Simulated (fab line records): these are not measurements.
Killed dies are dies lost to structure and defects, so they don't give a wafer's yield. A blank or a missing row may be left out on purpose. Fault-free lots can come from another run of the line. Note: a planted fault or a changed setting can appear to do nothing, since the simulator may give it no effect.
Matching of chambers -- flow nandHarc -- aldHk-04 running NHARC_A_CHANNEL_FILL_D1_ALD_16: 4 sister chambers
The step deposits SiO2, target thk 1.5 nm, pulse time 10 s, ald cycles 15. 22 wafers are shown with their chamber, then 11 later ones without.

== EACH WAFER AND ITS CHAMBER ==
wafer,chamber,heaterPowerW (W),precursorPulseHeightRel
L077.4,0,481,0.981
L077.5,1,472,1.005
L077.6,0,480,0.993
L078.2,2,482,0.990
L078.4,0,487,1.024
L078.6,0,461,1.022
L076.1,2,480,1.038
L076.4,0,476,0.980
L076.6,3,467,0.985
L081.1,2,480,1.016
L081.4,0,487,1.002
L081.5,3,460,1.015
L083.3,0,487,0.996
L083.4,1,484,1.011
L083.5,2,483,0.987
L086.2,2,483,0.983
L086.5,0,478,1.001
L086.6,1,479,0.998
L087.2,1,469,0.969
L087.5,0,482,0.997
L087.6,1,477,0.990
L093.3,2,494,0.978

SIGNATURES, as means of the wafers listed above
reading,chamber 0,chamber 1,chamber 2,chamber 3,scatter within a chamber
heaterPowerW,479.89,476.20,483.67,463.50,6.8
precursorPulseHeightRel,0.99956,0.99460,0.99867,1.00000,0.0185
Rule: for a wafer and a chamber, the distance is found by dividing, reading by reading, the gap between the wafer's reading and the chamber's mean by the reading's scatter, squaring, summing and taking the root. If the next closest chamber is less than 2 further off than the closest, the wafer can't be placed; otherwise it belongs to the closest. The scatter: the root of (the sum of the squares of (reading less its chamber's mean) over the shown wafers, divided by (wafers less chambers)).

== WAFERS MISSING THEIR CHAMBER ==
wafer,heaterPowerW (W),precursorPulseHeightRel
L093.5,479,1.004
L093.6,497,0.960
L091.3,479,1.004
L091.4,460,1.009
L091.5,483,1.010
L092.3,479,0.988
L092.4,466,0.992
L092.6,497,1.002
L094.2,487,0.960
L094.3,487,1.029
L094.4,457,0.990

== CHAMBER TAKEN BY EACH ==
wafer,from the rows above,in truth
L093.5,can't be placed: 0 or 1 or 2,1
L093.6,can't be placed: 2 or 0 or 1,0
L091.3,can't be placed: 0 or 1 or 2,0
L091.4,can't be placed: 3 or 1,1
L091.5,can't be placed: 2 or 0 or 1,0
L092.3,can't be placed: 1 or 0 or 2 or 3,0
L092.4,can't be placed: 3 or 1 or 0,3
L092.6,can't be placed: 2 or 0 or 1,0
L094.2,can't be placed: 2 or 0 or 1 or 3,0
L094.3,can't be placed: 2 or 0 or 1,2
L094.4,can't be placed: 3 or 1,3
Placed correctly: 0 of 11. Unplaceable from these rows: 11, with the true chamber sitting among the candidates in 11. 0 placed wrongly.
